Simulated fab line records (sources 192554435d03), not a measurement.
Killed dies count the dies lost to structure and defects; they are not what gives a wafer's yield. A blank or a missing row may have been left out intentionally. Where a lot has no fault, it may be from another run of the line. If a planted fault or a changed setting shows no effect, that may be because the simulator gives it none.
The tool behind it: which one?	flow n5-finfet	Sampling: 21 lots, 63 wafers, 6 of 1938 route steps

WHAT THE GAUGES SHOWED, per wafer
N5_FIN_SAQP_OCD_MEAS_76.
lot	measured	on	trench-depth-nm (nm)
L074	day 2 02:38	ocd-02	120.9 121.9 116.6
L075	day 2 10:01	ocd-02	122.4 118.5 117.1
L076	day 2 15:01	ocd-02	119.3 116.3 119.9
L077	day 2 20:31	ocd-01	124.1 118.4 123.2
L078	day 3 02:34	ocd-02	115.9 116.9 114.6
L079	day 3 09:20	ocd-01	122.8 117.0 123.2
L080	day 3 15:31	ocd-02	119.5 114.7 115.5
L081	day 3 23:18	ocd-02	115.9 118.5 114.9
L082	day 4 03:41	ocd-01	122.1 118.4 121.3
L083	day 4 09:15	ocd-02	121.4 118.8 118.7
L084	day 4 15:05	ocd-01	115.5 114.8 119.2
L086	day 5 04:44	ocd-02	120.5 116.9 115.2
L087	day 5 09:37	ocd-02	119.6 116.3 120.9
L088	day 5 15:40	ocd-02	113.8 116.4 114.1
L089	day 5 21:58	ocd-02	114.9 114.5 117.7
L090	day 6 02:47	ocd-02	117.4 123.3 118.0
L091	day 6 08:44	ocd-02	118.1 121.3 116.4
L092	day 6 15:16	ocd-02	117.1 116.8 114.0
L093	day 6 20:49	ocd-02	121.8 122.8 116.1
L096	day 7 14:47	ocd-02	115.3 115.6 115.5
L097	day 7 20:24	ocd-02	119.4 121.6 119.6

WHAT TOOL EACH LOT RAN ON (gives the tool, then ch and the chambers of the sampled wafers, and finally the start)
lot	N5_WELL_APT_DESCUM_13	N5_FIN_SAQP_PECVD_06	N5_FIN_SAQP_ETCH_52	N5_FIN_SAQP_STRIP_55	N5_FIN_SAQP_MANDREL2_REMOVE_60
L074	rie-diel-06 ch 1,3, day 1 13:52	pecvd-01 ch 0,2, day 1 21:30	rie-diel-05 ch 0,1,3, day 1 22:19	rie-diel-05 ch 0,2,3, day 1 22:37	rie-si-04 ch 1,2,3, day 2 01:59
L075	rie-diel-06 ch 0,2,3, day 1 19:51	pecvd-02 ch 0,1,2, day 2 03:01	rie-diel-06 ch 1,2,3, day 2 03:48	rie-diel-05 ch 0,1,2, day 2 04:05	rie-si-04 ch 2,3, day 2 09:22
L076	rie-diel-05 ch 1,2,3, day 2 02:19	pecvd-01 ch 1, day 2 09:59	rie-diel-05 ch 1,2,3, day 2 10:50	rie-diel-05 ch 1,2,3, day 2 11:08	rie-si-04 ch 0,1,2, day 2 14:20
L077	rie-diel-06 ch 1,2, day 2 07:40	pecvd-04 ch 0,1, day 2 15:23	rie-diel-06 ch 0,1, day 2 16:12	rie-diel-06 ch 0,2,3, day 2 16:29	rie-si-03 ch 0,1,2, day 2 19:51
L078	rie-diel-06 ch 0,3, day 2 13:44	pecvd-04 ch 0,1, day 2 21:22	rie-diel-06 ch 0,3, day 2 22:22	rie-diel-03 ch 0,1,2, day 2 22:47	rie-si-03 ch 1,2, day 3 01:52
L079	rie-diel-06 ch 0,1,3, day 2 19:46	pecvd-01 ch 0,1,2, day 3 04:20	rie-diel-03 ch 0,2,3, day 3 05:16	rie-diel-03 ch 0,2,3, day 3 05:34	rie-si-03 ch 1,2, day 3 08:40
L080	rie-diel-03 ch 1,2, day 3 01:55	pecvd-02 ch 0,1,2, day 3 10:40	rie-diel-06 ch 1,2,3, day 3 11:25	rie-diel-06 ch 1,3, day 3 11:43	rie-si-04 ch 2,3, day 3 14:51
L081	rie-diel-06 ch 0,3, day 3 09:22	pecvd-04 ch 0,2, day 3 17:11	rie-diel-06 ch 0,3, day 3 17:57	rie-diel-06 ch 1,2,3, day 3 18:15	rie-si-04 ch 2,3, day 3 22:19
L082	rie-diel-05 ch 0,3, day 3 13:59	pecvd-04 ch 0,1, day 3 22:43	rie-diel-05 ch 0,2,3, day 3 23:30	rie-diel-06 ch 0,1,3, day 3 23:47	rie-si-05 ch 2,3, day 4 02:51
L083	rie-diel-06 ch 0,1,2, day 3 19:52	pecvd-02 ch 0,1, day 4 03:59	rie-diel-03 ch 0,1,2, day 4 04:44	rie-diel-05 ch 0,3, day 4 05:05	rie-si-05 ch 0,1,3, day 4 08:29
L084	rie-diel-05 ch 0,2,3, day 4 02:12	pecvd-02 ch 0,1,2, day 4 09:59	rie-diel-03 ch 0,2,3, day 4 10:44	rie-diel-06 ch 0,2,3, day 4 11:02	rie-si-03 ch 0,2,3, day 4 14:25
L086	rie-diel-06 ch 0,2,3, day 4 13:58	pecvd-04 ch 1,2, day 4 23:31	rie-diel-05 ch 0,1,2, day 5 00:17	rie-diel-06 ch 1,2, day 5 00:35	rie-si-04 ch 0,1,2, day 5 04:04
L087	rie-diel-06 ch 0,1, day 4 20:01	pecvd-01 ch 0,1, day 5 04:13	rie-diel-05 ch 0,3, day 5 05:04	rie-diel-06 ch 0,1,2, day 5 05:32	rie-si-03 ch 1,2, day 5 08:44
L088	rie-diel-03 ch 0,2, day 5 01:57	pecvd-02 ch 0,1, day 5 10:34	rie-diel-05 ch 1,2, day 5 11:20	rie-diel-03 ch 1,2, day 5 11:37	rie-si-03 ch 0,2, day 5 15:00
L089	rie-diel-06 ch 0,2, day 5 07:57	pecvd-04 ch 1,2, day 5 16:21	rie-diel-06 ch 1,2,3, day 5 17:28	rie-diel-05 ch 2,3, day 5 17:55	rie-si-03 ch 0,1,2, day 5 21:17
L090	rie-diel-05 ch 0,2,3, day 5 14:04	pecvd-01 ch 0,2, day 5 22:02	rie-diel-03 ch 0,2,3, day 5 22:40	rie-diel-03 ch 0,1,3, day 5 22:58	rie-si-03 ch 0,2,3, day 6 02:07
L091	rie-diel-05 ch 0,1,3, day 5 20:16	pecvd-01 ch 0,1, day 6 04:01	rie-diel-06 ch 2,3, day 6 04:38	rie-diel-06 ch 1,2, day 6 04:56	rie-si-03 ch 1,2,3, day 6 08:04
L092	rie-diel-06 ch 0,2,3, day 6 01:53	pecvd-02 ch 1,2, day 6 09:30	rie-diel-05 ch 1,2, day 6 10:16	rie-diel-03 ch 2,3, day 6 10:33	rie-si-03 ch 1,2,3, day 6 14:16
L093	rie-diel-05 ch 0,1,2, day 6 07:46	pecvd-01 ch 0,1,2, day 6 15:25	rie-diel-06 ch 1,2, day 6 16:11	rie-diel-03 ch 0,3, day 6 16:32	rie-si-04 ch 2,3, day 6 20:08
L096	rie-diel-06 ch 1,3, day 7 01:56	pecvd-02 ch 1,2, day 7 09:46	rie-diel-05 ch 0,2,3, day 7 10:31	rie-diel-05 ch 0,1,2, day 7 10:49	rie-si-04 ch 1,2,3, day 7 14:06
L097	rie-diel-05 ch 1,2, day 7 07:56	pecvd-01 ch 0,1, day 7 15:31	rie-diel-06 ch 0,1,3, day 7 16:17	rie-diel-06 ch 0,1,3, day 7 16:40	rie-si-04 ch 0,1,2, day 7 19:44
- N5_WELL_APT_DESCUM_13: chemistry O2, time 7.9 s.
- N5_FIN_SAQP_PECVD_06: deposits a-Si from SiH4/He, target thk 60 nm, time 48.1 s.
- N5_FIN_SAQP_ETCH_52: etches SOC in N2/H2, target depth 100 nm, overetch 20 nm, time 150 s.
- N5_FIN_SAQP_STRIP_55: strips in N2/H2.
- N5_FIN_SAQP_MANDREL2_REMOVE_60: chemistry HBr/Cl2/O2, target a-Si, stops on SiNx, bt time 10 s.

WHAT THE TOOLS THEMSELVES READ (means of the sampled wafers that have a number; where no wafer has one, the mark that the record gives instead)
N5_WELL_APT_DESCUM_13.
lot	tool	drypump-motor-current-A (A)	oes-product-au (a.u.)	rf-fwd-power-W (W)	rf-vpp-V (V)	showerhead-plenum-p-Torr (Torr)	throttle-valve-pct (%)
L074	rie-diel-06	6.1	0.77	49.61	242.2	2.04	20.17
L075	rie-diel-06	5.7	0.73	49.68	242.7	2.07	20.45
L076	rie-diel-05	5.4	0.75	49.79	243.1	2.12	20.36
L077	rie-diel-06	5.6	0.74	49.43	242.7	2.03	20.29
L078	rie-diel-06	5.5	0.74	49.60	244.6	2.13	20.55
L079	rie-diel-06	5.7	0.77	49.69	243.3	2.10	20.33
L080	rie-diel-03	5.6	0.71	49.68	243.8	2.13	20.75
L081	rie-diel-06	5.5	0.74	49.56	242.7	2.13	20.58
L082	rie-diel-05	5.4	0.71	49.78	242.1	2.07	20.61
L083	rie-diel-06	5.4	0.75	49.58	242.8	2.09	20.41
L084	rie-diel-05	5.5	0.73	49.91	243.2	2.11	20.40
L086	rie-diel-06	5.7	0.72	49.37	242.7	2.06	20.48
L087	rie-diel-06	5.3	0.76	49.50	244.4	2.13	20.29
L088	rie-diel-03	6.1	0.82	49.74	241.5	2.04	20.49
L089	rie-diel-06	5.5	0.70	49.66	242.2	2.05	20.54
L090	rie-diel-05	5.5	0.73	49.80	243.0	2.10	20.42
L091	rie-diel-05	5.3	0.72	49.67	243.7	2.07	20.53
L092	rie-diel-06	5.7	0.71	49.56	242.8	2.05	20.49
L093	rie-diel-05	5.5	0.75	49.75	243.6	2.11	20.32
L096	rie-diel-06	6.1	0.74	49.77	242.1	2.02	20.24
L097	rie-diel-05	5.3	0.73	49.75	242.9	2.11	20.31

N5_FIN_SAQP_PECVD_06.
lot	tool	heater-power-w (W)	rf-fwd-power-W (W)	showerhead-plenum-p-Torr (Torr)	showerhead-vpp-V (V)	throttle-valve-pct (%)
L074	pecvd-01	825	99.4	5.69	618	18.2
L075	pecvd-02	842	99.2	5.68	627	18.5
L076	pecvd-01	875	99.3	5.71	609	18.2
L077	pecvd-04	747	98.9	5.62	579	18.4
L078	pecvd-04	773	99.2	5.62	574	18.4
L079	pecvd-01	808	99.7	5.67	612	18.0
L080	pecvd-02	819	99.5	5.68	633	18.6
L081	pecvd-04	860	99.3	5.67	589	17.1
L082	pecvd-04	801	99.4	5.64	581	19.1
L083	pecvd-02	835	99.1	5.68	635	19.1
L084	pecvd-02	850	99.1	5.68	625	18.3
L086	pecvd-04	861	99.1	5.69	597	18.7
L087	pecvd-01	906	99.2	5.67	609	18.1
L088	pecvd-02	899	99.2	5.66	626	18.9
L089	pecvd-04	844	99.0	5.72	621	17.3
L090	pecvd-01	819	100.0	5.69	618	18.1
L091	pecvd-01	849	98.8	5.68	607	18.0
L092	pecvd-02	776	99.2	5.69	605	17.9
L093	pecvd-01	863	99.3	5.68	612	18.1
L096	pecvd-02	839	99.3	5.68	612	17.8
L097	pecvd-01	762	99.3	5.66	606	17.7

N5_FIN_SAQP_ETCH_52.
lot	tool	drypump-motor-current-A (A)	oes-product-au (a.u.)	rf-fwd-power-W (W)	rf-vpp-V (V)	showerhead-plenum-p-Torr (Torr)	throttle-valve-pct (%)
L074	rie-diel-05	5.3	0.67	837.9	523.2	2.53	17.91
L075	rie-diel-06	5.8	0.68	835.4	522.3	2.47	17.58
L076	rie-diel-05	5.3	0.67	835.4	524.9	2.57	17.80
L077	rie-diel-06	5.2	0.68	833.8	525.4	2.61	17.74
L078	rie-diel-06	5.9	0.67	833.1	523.1	2.50	17.76
L079	rie-diel-03	6.0	0.69	838.4	522.2	2.48	17.84
L080	rie-diel-06	5.9	0.68	836.8	522.1	2.47	17.60
L081	rie-diel-06	6.0	0.67	836.8	522.6	2.50	17.78
L082	rie-diel-05	5.5	0.66	836.1	524.5	2.56	17.78
L083	rie-diel-03	5.9	0.68	838.8	522.5	2.51	17.93
L084	rie-diel-03	6.0	0.77	835.0	522.6	2.47	17.73
L086	rie-diel-05	5.5	0.67	836.3	525.6	2.57	17.69
L087	rie-diel-05	5.4	0.63	834.5	522.6	2.51	18.06
L088	rie-diel-05	5.4	0.67	836.4	525.2	2.57	17.73
L089	rie-diel-06	5.8	0.66	834.0	520.9	2.46	17.63
L090	rie-diel-03	6.0	0.75	835.6	520.8	2.47	17.74
L091	rie-diel-06	5.9	0.63	835.7	520.2	2.41	17.79
L092	rie-diel-05	5.3	0.66	835.3	524.4	2.56	17.75
L093	rie-diel-06	5.5	0.67	835.1	522.9	2.50	17.54
L096	rie-diel-05	5.5	0.72	838.4	524.6	2.55	17.72
L097	rie-diel-06	5.6	0.66	836.6	523.3	2.52	17.73

N5_FIN_SAQP_STRIP_55.
lot	tool	drypump-motor-current-A (A)	oes-product-au (a.u.)	rf-vpp-V (V)	showerhead-plenum-p-Torr (Torr)	throttle-valve-pct (%)
L074	rie-diel-05	5.5	0.75	120.2	3.39	18.8
L075	rie-diel-05	5.5	0.77	122.1	3.40	18.7
L076	rie-diel-05	5.4	0.76	121.5	3.39	18.9
L077	rie-diel-06	5.8	0.73	122.1	3.30	18.8
L078	rie-diel-03	5.9	0.78	121.0	3.33	19.0
L079	rie-diel-03	6.0	0.78	121.6	3.28	18.9
L080	rie-diel-06	5.7	0.78	121.8	3.32	18.3
L081	rie-diel-06	5.8	0.75	122.2	3.26	18.5
L082	rie-diel-06	5.7	0.76	122.9	3.35	18.6
L083	rie-diel-05	5.5	0.72	120.9	3.34	18.9
L084	rie-diel-06	5.7	0.72	121.7	3.29	18.8
L086	rie-diel-06	5.5	0.76	121.4	3.31	18.3
L087	rie-diel-06	5.4	0.73	121.8	3.34	18.6
L088	rie-diel-03	5.6	0.70	122.6	3.38	19.4
L089	rie-diel-05	5.5	0.73	122.1	3.42	18.8
L090	rie-diel-03	5.7	0.81	121.1	3.33	18.9
L091	rie-diel-06	5.6	0.71	121.1	3.25	18.5
L092	rie-diel-03	5.8	0.88	121.0	3.28	18.9
L093	rie-diel-03	5.8	0.90	121.3	3.28	18.7
L096	rie-diel-05	5.5	0.73	122.6	3.38	18.8
L097	rie-diel-06	5.7	0.73	122.1	3.34	18.7

N5_FIN_SAQP_MANDREL2_REMOVE_60.
lot	tool	drypump-motor-current-A (A)	he-backside-leak-sccm (sccm)	oes-product-au (a.u.)	rf-fwd-power-W (W)	throttle-valve-pct (%)
L074	rie-si-04	5.9	3.0	0.984	598.9	36.62
L075	rie-si-04	5.9	3.0	0.984	597.9	36.74
L076	rie-si-04	5.8	2.9	0.983	595.7	36.63
L077	rie-si-03	5.9	3.2	0.978	597.5	36.63
L078	rie-si-03	5.9	3.0	0.976	597.8	36.72
L079	rie-si-03	5.6	3.0	0.970	598.4	36.67
L080	rie-si-04	5.7	3.1	0.978	598.3	36.67
L081	rie-si-04	5.7	3.0	0.967	598.5	36.68
L082	rie-si-05	6.0	2.6	1.004	596.5	36.17
L083	rie-si-05	5.6	2.8	0.995	597.1	36.35
L084	rie-si-03	5.9	3.0	0.984	599.0	36.47
L086	rie-si-04	5.8	3.0	0.975	597.5	36.62
L087	rie-si-03	5.9	3.0	0.968	597.8	36.71
L088	rie-si-03	6.2	3.0	0.971	597.7	36.68
L089	rie-si-03	5.9	3.2	0.971	596.2	36.63
L090	rie-si-03	5.9	2.9	0.986	595.9	36.47
L091	rie-si-03	5.6	3.0	0.984	598.6	36.52
L092	rie-si-03	5.6	3.0	0.980	596.1	36.51
L093	rie-si-04	5.7	3.2	0.968	598.2	36.68
L096	rie-si-04	5.9	2.9	0.979	597.7	36.62
L097	rie-si-04	5.8	2.8	0.969	596.3	36.61

THE ANSWER, worked out from the rows above alone
Rule: the usual values come from the lots themselves. The widest of any qualifying gaps counts: lots, ordered by their means at a reading, are off when they make up no more than a third of the lots, leave a main group of 4 or more, and stand apart from it by 3 or more times the standard deviation of that group's means. A main group is skipped when, at the precision printed for the reading in the tables above, its means are all equal. Also off: a lot with no number at a reading for which 4 or more lots have one. The other lots that the step has rows for count as sound. Order of review: gauges by route order, followed by the tools' own readings, for which a lot's mean as printed above is used. The first step at which some lot is off is used, and at that step the reading that is off furthest; a lot without a number counts as furthest.
No lot is off at any reading shown: from this, nothing can be told.

WHAT THE SIMULATOR HAD INSERTED
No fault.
